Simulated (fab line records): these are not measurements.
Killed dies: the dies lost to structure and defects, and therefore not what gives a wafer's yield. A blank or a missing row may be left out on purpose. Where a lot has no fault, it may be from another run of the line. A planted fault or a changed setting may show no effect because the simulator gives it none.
Matching of chambers | flow n5_finfet | 4 sister chambers for N5_SD_EPI_P_ETCH_16 on rie_diel-02
The step etches SiO2 in CHF3/O2, target depth 5 nm. 14 wafers are shown with their chamber, then 7 later ones without.

== EACH WAFER AND ITS CHAMBER ==
wafer  | chamber | rf_vpp_V (V) | showerhead_plenum_p_Torr (Torr) | throttle_valve_pct (%)
L078.1 | 2       | 522          | 2.52                            | 19.00
L078.3 | 0       | 551          | 2.46                            | 18.96
L078.6 | 2       | 520          | 2.52                            | 19.00
L083.2 | 1       | 500          | 2.31                            | 19.13
L083.4 | 3       | 547          | 2.39                            | 19.31
L083.5 | 1       | 498          | 2.31                            | 19.12
L090.1 | 3       | 547          | 2.38                            | 19.33
L090.2 | 0       | 548          | 2.45                            | 18.99
L090.5 | 1       | 500          | 2.31                            | 19.14
L093.2 | 0       | 549          | 2.45                            | 18.98
L093.4 | 2       | 520          | 2.51                            | 19.06
L093.5 | 2       | 522          | 2.51                            | 19.03
L094.1 | 0       | 548          | 2.44                            | 19.02
L094.4 | 2       | 521          | 2.51                            | 19.04

SIGNATURES (means of the wafers above)
reading                  | chamber 0 | chamber 1 | chamber 2 | chamber 3 | scatter within a chamber
rf_vpp_V                 | 549.00    | 499.33    | 521.00    | 547.00    | 1.13
showerhead_plenum_p_Torr | 2.4500    | 2.3100    | 2.5140    | 2.3850    | 0.00608
throttle_valve_pct       | 18.9875   | 19.1300   | 19.0260   | 19.3200   | 0.0223
Rule: for a wafer and a chamber, the distance is found by dividing, reading by reading, the gap between the wafer's reading and the chamber's mean by the reading's scatter, squaring, summing and taking the root. The wafer belongs to the nearest chamber; if the next one is less than 2 further off, it can't be placed. The scatter: take each reading less its chamber's mean, square it, sum over the shown wafers, divide by the number of wafers less the number of chambers, and take the root.

== WAFERS MISSING THEIR CHAMBER ==
wafer  | rf_vpp_V (V) | showerhead_plenum_p_Torr (Torr) | throttle_valve_pct (%)
L094.6 | 498          | 2.31                            | 19.16
L095.1 | 551          | 2.44                            | 19.00
L095.3 | 521          | 2.50                            | 19.05
L095.4 | 498          | 2.31                            | 19.17
L097.2 | 547          | 2.37                            | 19.35
L097.5 | 549          | 2.44                            | 19.01
L097.6 | 546          | 2.37                            | 19.35

== THE CHAMBER EACH PASSED THROUGH ==
wafer  | from the rows above | in truth
L094.6 | 1                   | 1
L095.1 | 0                   | 0
L095.3 | 2                   | 2
L095.4 | 1                   | 1
L097.2 | 3                   | 3
L097.5 | 0                   | 0
L097.6 | 3                   | 3
Correctly placed: 7 of 7. Number that these rows cannot place: 0. Wrongly placed: 0.
